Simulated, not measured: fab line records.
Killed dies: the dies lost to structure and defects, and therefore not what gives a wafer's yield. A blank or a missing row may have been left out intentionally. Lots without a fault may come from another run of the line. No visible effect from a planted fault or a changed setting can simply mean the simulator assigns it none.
Split-lot trial	flow n5Finfet	route with 1938 steps; 7 lots, 39 wafers read

== SPLIT DETAILS ==
At N5_BEOL_M12_ILD_DEP_00 (deposits SiOC from DEMS/O2, target thk 658.92 nm, time 130.7 s), the setting timeS was moved away from the recipe's 130.7 s on 15 of the 39 wafers read, by -43.7% to +26.4%. All remaining wafers had this setting at the recipe value.

== FROM THE SPLIT TO THE READING: what the file shows between them, 6 steps ==
- N5_BEOL_M12_THK_MEAS_01
- N5_BEOL_M12_COAT_58: time 60 s, resist thk 89 nm
- N5_BEOL_M12_COAT_04: resist thk 400 nm
- N5_BEOL_M12_DESCUM_15: chemistry O2, time 7.9 s
- N5_BEOL_M12_ETCH_59: etches BARC in N2/H2, target depth 89 nm, overetch 26.7 nm, time 67.9 s
- N5_BEOL_M12_VIA_ETCH_16: etches SiOC in C4F8/O2/Ar, target depth 724.8 nm

== THE READING ==
oesProductAu, in a.u., at N5_BEOL_M12_STRIP_63 (strips in N2/H2). Typical for fault-free wafers on this fab line: 0.693 a.u., with standard deviation 0.005 a.u.

wafer	tool, chamber at the split	timeS as run, s	against the recipe	oesProductAu, a.u.	against lot-mates on the recipe
L074.3	pecvd-02, 1	130.7	recipe	0.683	-
L074.4	pecvd-02, 0	130.7	recipe	0.699	-
L074.6	pecvd-02, 1	130.7	recipe	0.697	-
L077.1	pecvd-03, 1	85.09	-34.9%	0.776	+0.078
L077.2	pecvd-03, 2	130.7	recipe	0.694	-
L077.3	pecvd-03, 0	130.7	recipe	0.701	-
L077.4	pecvd-03, 2	130.7	recipe	0.698	-
L077.5	pecvd-03, 1	85.09	-34.9%	0.751	+0.053
L077.6	pecvd-03, 0	85.09	-34.9%	0.752	+0.054
L079.1	pecvd-02, 1	130.7	recipe	0.691	-
L079.2	pecvd-02, 2	73.62	-43.7%	0.782	+0.089
L079.3	pecvd-02, 0	130.7	recipe	0.691	-
L079.4	pecvd-02, 1	73.62	-43.7%	0.772	+0.079
L079.5	pecvd-02, 2	130.7	recipe	0.696	-
L079.6	pecvd-02, 0	73.62	-43.7%	0.782	+0.089
L080.1	pecvd-01, 2	165.2	+26.4%	0.678	-0.015
L080.2	pecvd-01, 1	130.7	recipe	0.700	-
L080.3	pecvd-01, 0	165.2	+26.4%	0.679	-0.014
L080.4	pecvd-01, 0	130.7	recipe	0.691	-
L080.5	pecvd-01, 1	165.2	+26.4%	0.668	-0.025
L080.6	pecvd-01, 2	130.7	recipe	0.687	-
L081.1	pecvd-03, 2	130.7	recipe	0.693	-
L081.2	pecvd-03, 1	130.7	recipe	0.691	-
L081.3	pecvd-03, 0	91.79	-29.8%	0.729	+0.036
L081.4	pecvd-03, 1	130.7	recipe	0.694	-
L081.5	pecvd-03, 0	91.79	-29.8%	0.724	+0.031
L081.6	pecvd-03, 2	91.79	-29.8%	0.720	+0.027
L083.1	pecvd-01, 2	130.7	recipe	0.690	-
L083.2	pecvd-01, 0	130.7	recipe	0.699	-
L083.3	pecvd-01, 1	130.7	recipe	0.688	-
L083.4	pecvd-01, 2	130.7	recipe	0.695	-
L083.5	pecvd-01, 1	130.7	recipe	0.689	-
L083.6	pecvd-01, 0	130.7	recipe	0.690	-
L089.1	pecvd-03, 2	130.7	recipe	0.698	-
L089.2	pecvd-03, 0	130.7	recipe	0.694	-
L089.3	pecvd-03, 0	100.9	-22.8%	0.704	+0.010
L089.4	pecvd-03, 2	100.9	-22.8%	0.706	+0.012
L089.5	pecvd-03, 2	100.9	-22.8%	0.721	+0.027
L089.6	pecvd-03, 0	130.7	recipe	0.690	-

FIT RESULTS
A straight line over all 39 wafers: oesProductAu changes by -0.00145 a.u. for each +1% of timeS; r = -0.91; the points scatter about the line by 0.012 a.u.
The same after taking each lot's own level away (the mean of its wafers on the recipe; 39 wafers): -0.00143 a.u. for each +1%; r = -0.91; scatter 0.012 a.u.
Per that fit: largest timeS move, reading shift of 0.062 a.u.
Across the lots, their own levels run from 0.6918 to 0.6977 a.u., a range of 1.2 times the standard deviation given above.
Consequently the slope shifts little with the lot-to-lot level, the two slopes agreeing.
Check: for one of the wafers moved furthest among these (-43.7%), held out of the fit, the line's prediction against its lot-mates is +0.0612 a.u. It came out at +0.0893 a.u. against them.

== THE WHOLE CHAIN: every reading that the file lists as answering this split, in the file's order ==
step	what it does	reading	change (the file's fit)	r (the file's)
N5_BEOL_M12_ILD_DEP_00	deposits SiOC from DEMS/O2, target thk 658.92 nm, time 130.7 s	SiOC_of_BEOL_M12_ILD_DEP_00.thkNm (the simulator's own value, which no gauge read)	+6.5 nm for each +1% of the setting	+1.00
N5_BEOL_M12_THK_MEAS_01		M12_ILD_THK	+6.5 for each +1% of the setting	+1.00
N5_BEOL_M12_VIA_ETCH_16	etches SiOC in C4F8/O2/Ar, target depth 724.8 nm	etch.depthNm (the simulator's own value, which no gauge read)	+6.5 nm for each +1% of the setting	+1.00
N5_BEOL_M12_VIA_ETCH_16	etches SiOC in C4F8/O2/Ar, target depth 724.8 nm	coat_of_BEOL_M12_COAT_04.thkNm (the simulator's own value, which no gauge read)	-1.89 nm for each +1% of the setting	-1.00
N5_BEOL_M12_STRIP_63	strips in N2/H2	oesProductAu	-0.00147 a.u. for each +1% of the setting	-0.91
N5_BEOL_M12_STRIP_63	strips in N2/H2	stripTimeToEndpointS	withheld for each +1% of the setting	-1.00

== THE FILE'S OWN FIT ==
oesProductAu changes by -0.00147 a.u. for each +1% of timeS, r = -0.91.
